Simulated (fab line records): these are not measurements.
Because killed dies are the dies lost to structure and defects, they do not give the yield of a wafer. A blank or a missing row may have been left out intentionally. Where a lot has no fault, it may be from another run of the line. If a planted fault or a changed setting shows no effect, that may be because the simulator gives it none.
Split-lot study / flow n5-finfet / 7 lots, 21 wafers read, on a route of 1938 steps

== ABOUT THE SPLIT ==
At N5_BEOL_M5_ILD_DEP_00 (deposits SiCOH lowk from DEMS/porogen, target thk 140.64 nm, time 25.9 s), the setting time-s was moved away from the recipe's 25.9 s on 7 of the 21 wafers read, by -14.4% to +11.7%. All remaining wafers had this setting at the recipe value.

== FROM THE SPLIT TO THE READING: what the file shows between them, 1 step ==
- N5_BEOL_M5_CURE_79: cures SiCOH lowk, time 240 s

== THE READING ==
At N5_BEOL_M5_THK_MEAS_01: M5_ILD_THK, given in nm. Typical for fault-free wafers on this fab line: 120.9 nm, with standard deviation 1.8 nm.

wafer=L077.2; tool, chamber at the split=pecvd-02, 1; time-s as run, s=25.9; against the recipe=recipe; M5_ILD_THK, nm=120.0; against lot-mates on the recipe=-
wafer=L077.3; tool, chamber at the split=pecvd-02, 0; time-s as run, s=28.92; against the recipe=+11.7%; M5_ILD_THK, nm=133.9; against lot-mates on the recipe=+13.9
wafer=L077.5; tool, chamber at the split=pecvd-02, 1; time-s as run, s=28.92; against the recipe=+11.7%; M5_ILD_THK, nm=134.5; against lot-mates on the recipe=+14.5
wafer=L078.2; tool, chamber at the split=pecvd-04, 0; time-s as run, s=25.9; against the recipe=recipe; M5_ILD_THK, nm=118.9; against lot-mates on the recipe=-
wafer=L078.3; tool, chamber at the split=pecvd-04, 2; time-s as run, s=25.9; against the recipe=recipe; M5_ILD_THK, nm=121.2; against lot-mates on the recipe=-
wafer=L078.5; tool, chamber at the split=pecvd-04, 0; time-s as run, s=27.52; against the recipe=+6.3%; M5_ILD_THK, nm=128.9; against lot-mates on the recipe=+8.8
wafer=L080.2; tool, chamber at the split=pecvd-02, 0; time-s as run, s=25.9; against the recipe=recipe; M5_ILD_THK, nm=119.2; against lot-mates on the recipe=-
wafer=L080.3; tool, chamber at the split=pecvd-02, 2; time-s as run, s=25.9; against the recipe=recipe; M5_ILD_THK, nm=120.5; against lot-mates on the recipe=-
wafer=L080.4; tool, chamber at the split=pecvd-02, 0; time-s as run, s=27.2; against the recipe=+5.0%; M5_ILD_THK, nm=126.9; against lot-mates on the recipe=+7.1
wafer=L079.3; tool, chamber at the split=pecvd-02, 0; time-s as run, s=25.9; against the recipe=recipe; M5_ILD_THK, nm=122.6; against lot-mates on the recipe=-
wafer=L079.4; tool, chamber at the split=pecvd-02, 2; time-s as run, s=25.9; against the recipe=recipe; M5_ILD_THK, nm=122.2; against lot-mates on the recipe=-
wafer=L079.6; tool, chamber at the split=pecvd-02, 0; time-s as run, s=25.9; against the recipe=recipe; M5_ILD_THK, nm=122.0; against lot-mates on the recipe=-
wafer=L086.1; tool, chamber at the split=pecvd-03, 0; time-s as run, s=25.9; against the recipe=recipe; M5_ILD_THK, nm=118.7; against lot-mates on the recipe=-
wafer=L086.2; tool, chamber at the split=pecvd-03, 2; time-s as run, s=25.9; against the recipe=recipe; M5_ILD_THK, nm=118.5; against lot-mates on the recipe=-
wafer=L086.3; tool, chamber at the split=pecvd-03, 1; time-s as run, s=22.18; against the recipe=-14.4%; M5_ILD_THK, nm=101.8; against lot-mates on the recipe=-16.8
wafer=L090.3; tool, chamber at the split=pecvd-03, 1; time-s as run, s=25.9; against the recipe=recipe; M5_ILD_THK, nm=118.4; against lot-mates on the recipe=-
wafer=L090.5; tool, chamber at the split=pecvd-03, 1,0; time-s as run, s=25.9; against the recipe=recipe; M5_ILD_THK, nm=120.3; against lot-mates on the recipe=-
wafer=L090.6; tool, chamber at the split=pecvd-03, 1,0; time-s as run, s=25.9; against the recipe=recipe; M5_ILD_THK, nm=120.1; against lot-mates on the recipe=-
wafer=L091.1; tool, chamber at the split=pecvd-02, 2; time-s as run, s=22.91; against the recipe=-11.5%; M5_ILD_THK, nm=108.4; against lot-mates on the recipe=-15.1
wafer=L091.4; tool, chamber at the split=pecvd-02, 0; time-s as run, s=22.91; against the recipe=-11.5%; M5_ILD_THK, nm=109.0; against lot-mates on the recipe=-14.5
wafer=L091.6; tool, chamber at the split=pecvd-02, 1; time-s as run, s=25.9; against the recipe=recipe; M5_ILD_THK, nm=123.5; against lot-mates on the recipe=-
The file does not say which wafer passed through which chamber wherever a row lists several chambers: such a row stands for several wafers.

THE FIT
A straight line over all 21 wafers: M5_ILD_THK changes by +1.17 nm for each +1% of time-s; r = +0.98; the points scatter about the line by 1.6 nm.
The same after taking each lot's own level away (the mean of its wafers on the recipe; 21 wafers): +1.24 nm for each +1%; r = +1.00; scatter 0.71 nm.
The reading moves by 18 nm for the largest change in time-s, on that fit.
From 118.60 to 123.50 nm: that is the span of the lots' own levels, equal to 2.7 times the standard deviation above.
The two slopes agree, so the slope changes little with the lot-to-lot level.
Check: with one of the wafers moved furthest among these (-14.4%) left out of the fit, the line predicts -18.2 nm for it against its lot-mates. Against them it came out at -16.8 nm.

== THE WHOLE CHAIN: every reading that the file lists as answering this split, in the file's order ==
step=N5_BEOL_M5_ILD_DEP_00; what it does=deposits SiCOH lowk from DEMS/porogen, target thk 140.64 nm, time 25.9 s; reading=SiCOH_lowk_of_BEOL_M5_ILD_DEP_00.thk-nm (the simulator's own value, which no gauge read); change (the file's fit)=+1.42 nm for each +1% of the setting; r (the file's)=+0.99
step=N5_BEOL_M5_CURE_79; what it does=cures SiCOH lowk, time 240 s; reading=SiCOH_lowk_of_BEOL_M5_ILD_DEP_00.thk-nm (the simulator's own value, which no gauge read); change (the file's fit)=+1.23 nm for each +1% of the setting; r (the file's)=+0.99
step=N5_BEOL_M5_THK_MEAS_01; what it does=; reading=M5_ILD_THK; change (the file's fit)=+1.24 for each +1% of the setting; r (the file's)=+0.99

== FILE'S OWN FIT ==
M5_ILD_THK changes by +1.24 nm for each +1% of time-s, r = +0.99.
